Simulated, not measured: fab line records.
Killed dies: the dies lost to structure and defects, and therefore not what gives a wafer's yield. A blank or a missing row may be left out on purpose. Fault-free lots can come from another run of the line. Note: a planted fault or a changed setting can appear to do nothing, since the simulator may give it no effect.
8D (eight disciplines) problem report, filled in by code + flow n5 finfet + the parts of the form that need people (team, actions taken, sign-off) are left out

1. THE ISSUE
Mean of strip time to endpoint s at N5_BEOL_M12_STRIP_63: 59.5 s across 6 wafers in 2 lots; on wafers with no fault it is 42.4 s (standard deviation 0.89). Relative to the usual mean, that is a shift of +19 standard deviations.
The step: strips in N2/H2.
The first sign was on wafer L767.3 at day 13 16:02, on plasma asher-01. The record holds 30 wafers of 10 lots with a number at this step. Rule for "out" (also "out of limits"): further than 4 standard deviations from the usual mean. Any other wafer with a number is counted as sound.

2. WHAT IT IS, AND WHAT IT ISN'T
| question                    | is                                       | is not                                                                                            |
|-----------------------------|------------------------------------------|---------------------------------------------------------------------------------------------------|
| which readings at this step | strip time to endpoint s, oes product au | drypump motor current A, heater power w                                                           |
| which lots                  | L767, L768                               | L759, L762, L772, L773, L774, L776, L779, L781                                                    |
| which wafers of those lots  | all that have a number                   | -                                                                                                 |
| read on which tools         | plasma asher-01, plasma asher-02         | -                                                                                                 |
| when                        | from day 13 16:02                        | up to then (6 sound wafers); but 18 sound wafers of L772, L773, L774, L776, L779, L781 came after |

3. SUSPECTS, AND WHAT RULES EACH OUT
Counting: a tool stays on the suspect list if, at a process step up to the reading, it processed all lots that are out and no sound lot following the first of them.
- ald metal-02 at N5_BEOL_M11_ALD_74 (deposits TaN, target thk 2 nm, pulse time 2 s, purge time 3 s): ruled out as a lasting fault. Following L767 (day 13 11:47), the first lot on it that is out, the sound lots L772, L773, L774, L779 were run on it.
- rie diel-04 at N5_BEOL_M12_ETCH_59 (etches BARC in N2/H2, target depth 89 nm, overetch 26.7 nm, time 67.9 s): ruled out as a lasting fault. Following L767 (day 13 15:46), the first lot on it that is out, the sound lots L773, L774, L779 were run on it.
Left after counting: nothing in the record.

4. THE CAUSE (what the simulator had put in)
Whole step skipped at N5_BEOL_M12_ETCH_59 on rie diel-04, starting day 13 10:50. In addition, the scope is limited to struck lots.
Counting ruled it out, wrongly: the rule takes a fault to strike every lot that its tool runs from its start on, and this one did not.

5. SEQUENCE OF EFFECTS, ordered by route
Rows list readings where the struck wafers' mean (over those with a number) sits beyond 3 standard deviations from the usual. Readings are gone through only where the record gives a usual standard deviation; hours: the median, over the lots, of the time from a lot's start at the first step in this table giving one to that lot's start at this step; sigmas: the change measured in usual standard deviations.
| hours | step                 | reading                  | usual      | on struck wafers | change | sigmas |
|-------|----------------------|--------------------------|------------|------------------|--------|--------|
| 0     | N5_BEOL_M12_STRIP_63 | oes product au           | 0.693 a.u. | 0.748            | +0.055 | +13    |
| 0     | N5_BEOL_M12_STRIP_63 | strip time to endpoint s | 42.4 s     | 59.5             | +17.1  | +19    |
It contains these process steps:
- N5_BEOL_M12_STRIP_63: strips in N2/H2.
Readings that are blank on the struck wafers while sound wafers have them: bias w at N5_BEOL_M12_ETCH_59; chamber pressure mTorr at N5_BEOL_M12_ETCH_59; drypump motor current A at N5_BEOL_M12_ETCH_59; oes product au at N5_BEOL_M12_ETCH_59; rf vpp V at N5_BEOL_M12_ETCH_59; showerhead plenum p Torr at N5_BEOL_M12_ETCH_59; throttle valve pct at N5_BEOL_M12_ETCH_59.

6. WHAT WOULD HAVE CAUGHT IT SOONER
In this record no reading fell out of limits until day 13 16:02, 5 hours after the fault had begun at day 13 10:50.
At N5_BEOL_M12_ETCH_59 the tool's readings are blank on the struck wafers, where sound wafers have them: an empty tool record is the first sign, and it was there at once.
